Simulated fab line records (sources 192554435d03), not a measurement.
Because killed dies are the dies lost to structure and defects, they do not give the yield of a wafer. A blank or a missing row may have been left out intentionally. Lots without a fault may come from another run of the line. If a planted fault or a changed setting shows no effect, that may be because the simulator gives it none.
Struck lot and sound lot, side by side -- flow n5-finfet -- 39 steps out of a route of 1938
Sound: these wafers, L775.1, L775.3, L775.5. Struck: wafer L762.5. (L762.1 of the same lot was not struck and is left out.) The cause comes at the end.
Per side, at each step with rows, come the tool, then ch with its chambers, and then its first start. Under that, the readings that differ: sound wafers -- struck wafers -- difference of the means -- sigmas: that difference in standard deviations of wafers without a fault.
alike: readings whose means differ by less than 2 such deviations, and words and numbers that are the same on both sides. not compared: withheld readings, readings that some wafer has no value for, bounds like >300 that may hide the same value, and numbers for which the record gives no deviation and whose values overlap.
The two part at a step that has a row with sigmas, a row that says differs or no value, or rows on one side only. Numbers that have no deviation but don't overlap get no sigmas and don't part them. A reading missing from all wafers of one side parts the sides only when that side holds two or more wafers.

first, 12 steps without rows for these wafers: N5_MOL_CONTACT_COAG_PRECLEAN_111 (cleans in NF3:NH3, afs cycles 1, time 20 s, sublimation time 60 s); N5_MOL_CONTACT_COAG_TI_SIL_19 (material Ti, target thk 4.2 nm, time 15 s); N5_MOL_CONTACT_COAG_ALD_20 (deposits TiN, target thk 1.5 nm, pulse time 1 s, purge time 3 s); N5_MOL_CONTACT_COAG_SIL_ANNEAL_21 (time 60 s); N5_MOL_CONTACT_COAG_PRE_CLEAN_141 (time 60 s); N5_MOL_CONTACT_COAG_SPUTTER_143 (material Co, target thk 2.5 nm); N5_MOL_CONTACT_COAG_CO_FILL_22 (material Co, precursor CCTBA/H2, target thk 20 nm); N5_MOL_CONTACT_COAG_ANNEAL_113 (time 300 s); N5_MOL_CONTACT_COAG_PRE_CLEAN_142 (time 60 s); N5_MOL_CONTACT_COAG_SPUTTER_130 (material Co, target thk 47.5 nm); N5_MOL_CONTACT_COAG_PRECLEAN_125 (cleans in DIW, time 57.5 s); N5_MOL_CONTACT_COAG_SRD_126 (dry time 32 s).
N5_MOL_CONTACT_COAG_CMP_23: polishes, stops on SiO2, t overpolish 1.5 s, target thk 0 nm.
  sound on cmp-02 ch 0,2,3, day 10 15:08; struck on cmp-03 ch 0, day 7 12:29
reading,sound,struck,difference,sigmas
time-to-endpoint-s (s),10.5 8.8 7.1,19.5,+10.7,+4
model.SiNx_of_GATE_CUT_SAC_CAP_01.thk-nm (nm),18.2 18.2 18.4,19.2,+0.9,
  alike: motor-current-A, overpolish-run-s
then, 3 steps without rows for these wafers: N5_MOL_CONTACT_COAG_WET_ETCH_26 (target Co, target depth 13 nm); N5_MOL_CONTACT_COAG_WET_ETCH_116 (etches the open film in SC1-inhibited, target depth 4.6 nm, rinse time 30 s); N5_MOL_CONTACT_COAG_ALD_27 (deposits SiOC, target thk 17 nm, pulse time 1.5 s, time 2720 s).
N5_MOL_CONTACT_COAG_CMP_28: polishes, stops on SiNx, t overpolish 0.85 s, target thk 14.522 nm.
  sound on cmp-03 ch 0,1,3, day 10 17:34; struck on cmp-03 ch 3, day 7 14:50
reading,sound,struck,difference,sigmas
model.SiNx_of_GATE_CUT_SAC_CAP_01.thk-nm (nm),17.8 17.8 18,19,+1,
  alike: motor-current-A
N5_MOL_CONTACT_COAG_THK_MEAS_29:
  sound on film-metro-02, day 10 17:47; struck on film-metro-01, day 7 15:08
reading,sound,struck,difference,sigmas
MD_CAP_THK (nm),17.95 17.91 18.01,18.97,+1.01,+13
then, 19 steps without rows for these wafers: N5_MOL_CONTACT_COAG_ALD_123 (deposits SiNx, target thk 5 nm, pulse time 1 s, purge time 2 s); N5_MOL_CONTACT_COAG_PECVD_31 (deposits SiO2 from TEOS/O2, target thk 46 nm, time 8.9 s); N5_MOL_CONTACT_COAG_COAT_75 (time 60 s, resist thk 60 nm); N5_MOL_CONTACT_COAG_COAT_76 (time 60 s, resist thk 10 nm); N5_MOL_CONTACT_COAG_COAT_77 (time 60 s, resist thk 10 nm); N5_MOL_CONTACT_COAG_COAT_78 (resist thk 40 nm); N5_MOL_CONTACT_COAG_EBR_80; N5_MOL_CONTACT_COAG_SOFTBAKE_79 (time 60 s); N5_MOL_CONTACT_COAG_EXPOSE_81 (exposes mask VG, defocus 0 nm); N5_MOL_CONTACT_COAG_PEB_82 (peb time 60 s); N5_MOL_CONTACT_COAG_DEVELOP_83 (develop time 30 s); N5_MOL_CONTACT_COAG_DESCUM_88 (chemistry O2, time 7 s); N5_MOL_CONTACT_COAG_ETCH_89 (etches underlayer in N2/H2, target depth 13 nm, time 10.4 s); N5_MOL_CONTACT_COAG_ETCH_90 (etches SiARC in CF4, target depth 13 nm, time 21.7 s); N5_MOL_CONTACT_COAG_ALD_131 (deposits SiO2, target thk 5 nm, pulse time 1 s, co reactant pulse time 1 s); N5_MOL_CONTACT_COAG_ETCHBACK_132 (etches SiO2 in CHF3, target depth 10 nm, time 6.7 s); N5_MOL_CONTACT_COAG_ETCH_91 (etches SOC in N2/H2, target depth 60 nm, overetch 21 nm, time 101.2 s); N5_MOL_CONTACT_COAG_STRIP_92 (strips in N2/H2); N5_MOL_CONTACT_COAG_STRIP_93 (strips in N2/H2).
N5_MOL_CONTACT_COAG_ETCH_47: etches SiNx in CH3F/O2, stops on W, target depth 27 nm.
  sound on rie-diel-01 ch 0,1,3, day 10 19:54; struck on rie-diel-01 ch 2, day 7 17:14
reading,sound,struck,difference,sigmas
etch-rf-on-time-s (s),32.5 31.5 31.0,33.4,+1.7,+3
model.etch.t-clear-s (s),27.07 26.22 25.78,27.85,+1.49,
model.etch.depth-nm (nm),17.89 17.86 18.04,18.92,+0.99,
model.MOL_CONTACT_COAG.feature-depth-nm (nm),18.4 18.4 18.6,19.6,+1.1,
  alike: O2_flow_sccm, drypump-motor-current-A, oes-product-au, rf-vpp-V, showerhead-plenum-p-Torr, throttle-valve-pct
  not compared: rf-hours-counter-h
after that, 1 step had no rows for these wafers: N5_PASSIVATION_PROBE_49.

== WHERE THEY PART ==
First at N5_MOL_CONTACT_COAG_CMP_23; last, within this record, at N5_MOL_CONTACT_COAG_ETCH_47.

WHY: what had been put in by the simulator
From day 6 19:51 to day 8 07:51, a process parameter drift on cmp-03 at N5_MOL_CONTACT_COAG_CMP_23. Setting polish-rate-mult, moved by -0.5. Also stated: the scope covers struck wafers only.
